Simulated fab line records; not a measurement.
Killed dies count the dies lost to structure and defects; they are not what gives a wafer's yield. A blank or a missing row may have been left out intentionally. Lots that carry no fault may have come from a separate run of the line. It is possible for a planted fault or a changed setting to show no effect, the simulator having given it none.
A sampling plan put to the test | flow n5_finfet | one fab line, 31 faults that these records tell of, each judged on the records of the lots that it struck; 1 more is left out, because the records don't allow judging it
The plan is the line's own looks: the steps of the route at which a gauge or an inspection reads the wafer and doesn't change it. Where struck wafers have a number at a look and the file lists that look's usual mean and standard deviation on fault-free wafers, the look can be judged. Caught: the struck wafers' mean, at a look after the fault's first step, is 4 or more of those standard deviations (sigma) away from the usual mean. On the tool: the identical test, applied to the tool's own readings at the steps of the fault. It also counts as caught if the struck wafers ran another recipe or if their record alone is blank.

THE FAULTS, as the simulator had put them in
1. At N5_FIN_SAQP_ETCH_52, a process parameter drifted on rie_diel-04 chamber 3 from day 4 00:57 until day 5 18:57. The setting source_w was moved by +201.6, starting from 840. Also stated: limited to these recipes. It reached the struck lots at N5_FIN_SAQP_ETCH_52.
2. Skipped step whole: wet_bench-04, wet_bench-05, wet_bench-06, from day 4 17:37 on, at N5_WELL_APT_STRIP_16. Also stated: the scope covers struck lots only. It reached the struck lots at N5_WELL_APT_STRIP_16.
3. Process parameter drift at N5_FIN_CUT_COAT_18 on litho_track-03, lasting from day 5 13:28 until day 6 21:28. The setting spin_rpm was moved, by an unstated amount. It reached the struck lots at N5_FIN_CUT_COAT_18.
4. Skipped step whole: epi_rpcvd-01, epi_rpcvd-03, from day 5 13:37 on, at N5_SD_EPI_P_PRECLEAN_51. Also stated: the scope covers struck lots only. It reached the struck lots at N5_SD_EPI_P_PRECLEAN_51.
5. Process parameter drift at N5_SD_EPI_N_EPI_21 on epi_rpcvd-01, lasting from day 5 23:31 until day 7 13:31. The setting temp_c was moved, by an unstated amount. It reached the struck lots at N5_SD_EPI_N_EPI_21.
6. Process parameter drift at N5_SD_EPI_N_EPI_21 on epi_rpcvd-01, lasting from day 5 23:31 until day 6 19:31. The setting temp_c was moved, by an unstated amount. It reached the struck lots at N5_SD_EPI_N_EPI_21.
7. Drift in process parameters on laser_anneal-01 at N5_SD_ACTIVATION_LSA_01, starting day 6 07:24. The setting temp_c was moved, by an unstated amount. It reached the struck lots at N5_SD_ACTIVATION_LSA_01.
8. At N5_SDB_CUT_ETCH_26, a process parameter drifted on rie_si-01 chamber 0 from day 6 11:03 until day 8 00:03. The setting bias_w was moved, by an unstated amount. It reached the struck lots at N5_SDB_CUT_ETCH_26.
9. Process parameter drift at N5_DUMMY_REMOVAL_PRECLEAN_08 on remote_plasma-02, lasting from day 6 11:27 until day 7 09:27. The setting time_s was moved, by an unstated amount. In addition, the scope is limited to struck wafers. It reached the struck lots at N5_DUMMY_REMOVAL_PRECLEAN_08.
10. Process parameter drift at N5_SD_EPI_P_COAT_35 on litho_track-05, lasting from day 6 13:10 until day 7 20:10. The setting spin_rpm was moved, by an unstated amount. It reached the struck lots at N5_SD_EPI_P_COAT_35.
11. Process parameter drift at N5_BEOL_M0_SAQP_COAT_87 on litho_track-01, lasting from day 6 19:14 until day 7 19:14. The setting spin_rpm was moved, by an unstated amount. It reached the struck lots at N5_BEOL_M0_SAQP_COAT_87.
12. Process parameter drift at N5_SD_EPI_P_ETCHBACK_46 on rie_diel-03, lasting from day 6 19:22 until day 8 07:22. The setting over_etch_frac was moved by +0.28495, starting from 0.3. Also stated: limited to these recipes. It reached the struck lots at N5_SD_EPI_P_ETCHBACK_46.
13. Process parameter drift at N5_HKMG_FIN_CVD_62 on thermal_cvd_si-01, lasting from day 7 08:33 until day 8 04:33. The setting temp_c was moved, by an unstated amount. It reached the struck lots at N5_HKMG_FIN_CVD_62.
14. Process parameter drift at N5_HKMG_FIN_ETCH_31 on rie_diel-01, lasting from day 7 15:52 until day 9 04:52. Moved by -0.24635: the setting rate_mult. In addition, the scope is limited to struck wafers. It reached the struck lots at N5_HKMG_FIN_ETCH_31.
15. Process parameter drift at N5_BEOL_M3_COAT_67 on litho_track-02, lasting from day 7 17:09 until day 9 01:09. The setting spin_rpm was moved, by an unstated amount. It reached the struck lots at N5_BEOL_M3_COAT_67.
16. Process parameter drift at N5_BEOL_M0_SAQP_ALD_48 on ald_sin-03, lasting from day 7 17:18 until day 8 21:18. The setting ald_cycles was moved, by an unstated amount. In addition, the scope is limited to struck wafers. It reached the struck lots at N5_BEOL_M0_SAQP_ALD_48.
17. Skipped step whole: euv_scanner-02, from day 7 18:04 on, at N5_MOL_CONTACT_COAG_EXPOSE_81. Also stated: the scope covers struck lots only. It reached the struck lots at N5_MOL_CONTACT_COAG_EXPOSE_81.
18. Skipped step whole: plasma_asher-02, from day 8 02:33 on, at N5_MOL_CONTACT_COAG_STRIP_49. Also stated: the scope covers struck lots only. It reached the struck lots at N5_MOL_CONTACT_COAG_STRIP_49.
19. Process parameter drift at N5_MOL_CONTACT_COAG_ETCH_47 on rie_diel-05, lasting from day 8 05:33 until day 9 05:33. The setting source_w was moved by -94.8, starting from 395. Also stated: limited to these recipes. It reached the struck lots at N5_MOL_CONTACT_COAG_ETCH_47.
20. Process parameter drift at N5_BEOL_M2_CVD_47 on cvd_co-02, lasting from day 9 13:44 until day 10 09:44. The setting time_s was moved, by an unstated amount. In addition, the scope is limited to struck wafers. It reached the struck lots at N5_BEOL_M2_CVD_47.
21. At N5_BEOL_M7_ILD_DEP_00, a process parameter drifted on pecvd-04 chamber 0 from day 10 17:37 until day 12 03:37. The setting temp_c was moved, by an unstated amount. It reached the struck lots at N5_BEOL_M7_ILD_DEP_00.
22. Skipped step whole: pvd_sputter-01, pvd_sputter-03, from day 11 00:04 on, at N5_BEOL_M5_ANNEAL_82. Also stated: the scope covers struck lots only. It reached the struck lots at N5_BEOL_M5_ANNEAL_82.
23. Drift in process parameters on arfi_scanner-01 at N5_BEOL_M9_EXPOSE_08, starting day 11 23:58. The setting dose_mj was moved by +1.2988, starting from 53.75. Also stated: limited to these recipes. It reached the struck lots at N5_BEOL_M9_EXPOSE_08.
24. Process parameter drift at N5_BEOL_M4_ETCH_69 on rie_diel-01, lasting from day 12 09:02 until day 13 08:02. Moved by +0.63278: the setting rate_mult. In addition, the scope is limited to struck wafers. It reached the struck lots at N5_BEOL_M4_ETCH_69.
25. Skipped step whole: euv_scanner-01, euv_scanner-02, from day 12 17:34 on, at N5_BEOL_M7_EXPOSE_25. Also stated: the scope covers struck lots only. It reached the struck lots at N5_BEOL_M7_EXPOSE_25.
26. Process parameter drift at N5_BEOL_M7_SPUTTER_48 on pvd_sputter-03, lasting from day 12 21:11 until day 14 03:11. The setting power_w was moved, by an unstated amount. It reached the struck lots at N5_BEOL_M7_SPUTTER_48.
27. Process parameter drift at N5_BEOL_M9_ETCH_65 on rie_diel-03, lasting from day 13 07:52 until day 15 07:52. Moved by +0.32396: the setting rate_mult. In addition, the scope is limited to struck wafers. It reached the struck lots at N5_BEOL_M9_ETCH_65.
28. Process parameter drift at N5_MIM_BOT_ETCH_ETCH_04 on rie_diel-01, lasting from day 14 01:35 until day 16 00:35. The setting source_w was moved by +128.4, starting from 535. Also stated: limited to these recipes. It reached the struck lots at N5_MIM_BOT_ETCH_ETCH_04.
29. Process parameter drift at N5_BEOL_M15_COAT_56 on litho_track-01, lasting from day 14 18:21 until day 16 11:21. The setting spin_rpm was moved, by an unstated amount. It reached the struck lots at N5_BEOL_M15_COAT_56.
30. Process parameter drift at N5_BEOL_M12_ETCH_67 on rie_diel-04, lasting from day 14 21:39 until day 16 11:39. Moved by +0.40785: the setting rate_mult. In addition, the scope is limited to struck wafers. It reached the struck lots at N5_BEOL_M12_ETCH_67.
31. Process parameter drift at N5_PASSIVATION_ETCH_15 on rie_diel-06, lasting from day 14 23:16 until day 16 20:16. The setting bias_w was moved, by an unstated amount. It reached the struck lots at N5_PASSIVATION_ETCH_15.

WHAT THE PLAN SAW
fault | on the tool itself                               | first look that catches it                      | reading, sigma  | median hours from its first step to that look | hours from the fault's start to the first struck lot there | judged looks passed uncaught
1     | rf_fwd_power_W +76 sigma                         | no look after it can be judged                  | -               | -                                             | -                                                          | 0
2     | the tool's record is blank for the struck wafers | none of the 2 looks that can be judged after it | -               | -                                             | -                                                          | 2
3     | spin_speed_rpm +99 or beyond sigma               | no look after it can be judged                  | -               | -                                             | -                                                          | 0
4     | the tool's record is blank for the struck wafers | no look after it can be judged                  | -               | -                                             | -                                                          | 0
5     | susceptor_temp_C +6.0 sigma                      | no look after it can be judged                  | -               | -                                             | -                                                          | 0
6     | susceptor_temp_C -9.7 sigma                      | no look after it can be judged                  | -               | -                                             | -                                                          | 0
7     | wafer_temp_C_max +36 sigma                       | not the one look that can be judged after it    | -               | -                                             | -                                                          | 1
8     | under 2 sigma                                    | no look after it can be judged                  | -               | -                                             | -                                                          | 0
9     | no reading that can be judged                    | no look after it can be judged                  | -               | -                                             | -                                                          | 0
10    | spin_speed_rpm +32 sigma                         | not the one look that can be judged after it    | -               | -                                             | -                                                          | 1
11    | spin_speed_rpm +90 sigma                         | not the one look that can be judged after it    | -               | -                                             | -                                                          | 1
12    | under 2 sigma                                    | no look after it can be judged                  | -               | -                                             | -                                                          | 0
13    | susceptor_temp_C +52 sigma                       | no look after it can be judged                  | -               | -                                             | -                                                          | 0
14    | etch_rf_on_time_s +11 sigma                      | no look after it can be judged                  | -               | -                                             | -                                                          | 0
15    | spin_speed_rpm -99 or beyond sigma               | none of the 2 looks that can be judged after it | -               | -                                             | -                                                          | 2
16    | under 2 sigma                                    | not the one look that can be judged after it    | -               | -                                             | -                                                          | 1
17    | no reading that can be judged                    | no look after it can be judged                  | -               | -                                             | -                                                          | 0
18    | the tool's record is blank for the struck wafers | not the one look that can be judged after it    | -               | -                                             | -                                                          | 1
19    | rf_fwd_power_W -49 sigma                         | no look after it can be judged                  | -               | -                                             | -                                                          | 0
20    | run_length_s +99 or beyond sigma                 | not the one look that can be judged after it    | -               | -                                             | -                                                          | 1
21    | susceptor_temp_C +99 or beyond sigma             | N5_BEOL_M7_THK_MEAS_01                          | M7_ILD_THK -9.0 | 1.1                                           | 19                                                         | 0
22    | the tool's record is blank for the struck wafers | no look after it can be judged                  | -               | -                                             | -                                                          | 0
23    | exposure_dose_mJ_cm2 +19 sigma                   | no look after it can be judged                  | -               | -                                             | -                                                          | 0
24    | etch_rf_on_time_s -14 sigma                      | not the one look that can be judged after it    | -               | -                                             | -                                                          | 1
25    | no reading that can be judged                    | no look after it can be judged                  | -               | -                                             | -                                                          | 0
26    | cathode_dc_power_W -99 or beyond sigma           | no look after it can be judged                  | -               | -                                             | -                                                          | 0
27    | etch_rf_on_time_s -6.3 sigma                     | no look after it can be judged                  | -               | -                                             | -                                                          | 0
28    | rf_fwd_power_W +71 sigma                         | no look after it can be judged                  | -               | -                                             | -                                                          | 0
29    | spin_speed_rpm +55 sigma                         | no look after it can be judged                  | -               | -                                             | -                                                          | 0
30    | etch_rf_on_time_s -10 sigma                      | no look after it can be judged                  | -               | -                                             | -                                                          | 0
31    | bias_w +43 sigma                                 | no look after it can be judged                  | -               | -                                             | -                                                          | 0
A dash: this means the fault isn't caught or the number doesn't appear in these records.

Caught at a look: 1 of 31. Caught on the tool: 25 of 31. By one or the other: 25 of 31.
Caught on the tool alone: faults 1, 2, 3, 4, 5, 6, 7, 10, 11, 13, 14, 15, 18, 19, 20, 22, 23, 24, 26, 27, 28, 29, 30, 31.
Caught by neither: faults 8, 9, 12, 16, 17, 25.

THINNER SAMPLING
If the look that catches a fault measured only every second or every third lot, by lot number, the first struck lot would be measured this late in the worst case:
fault | struck lots at that look, in order of time | every lot | every second lot | every third lot
21    | L463                                       | 19 h      | may miss it      | may miss it
Hours count from the start of the fault until the first struck lot that is measured. The limit of 4 sigma was tested on all struck wafers together, so one lot alone may lie under it. Other struck lots may not be in these records.

THE LONGEST TIMED WAY FROM STEP TO LOOK
In fault 21, a median of 1.1 hours elapses between N5_BEOL_M7_ILD_DEP_00 and N5_BEOL_M7_THK_MEAS_01. No look between them can be judged.
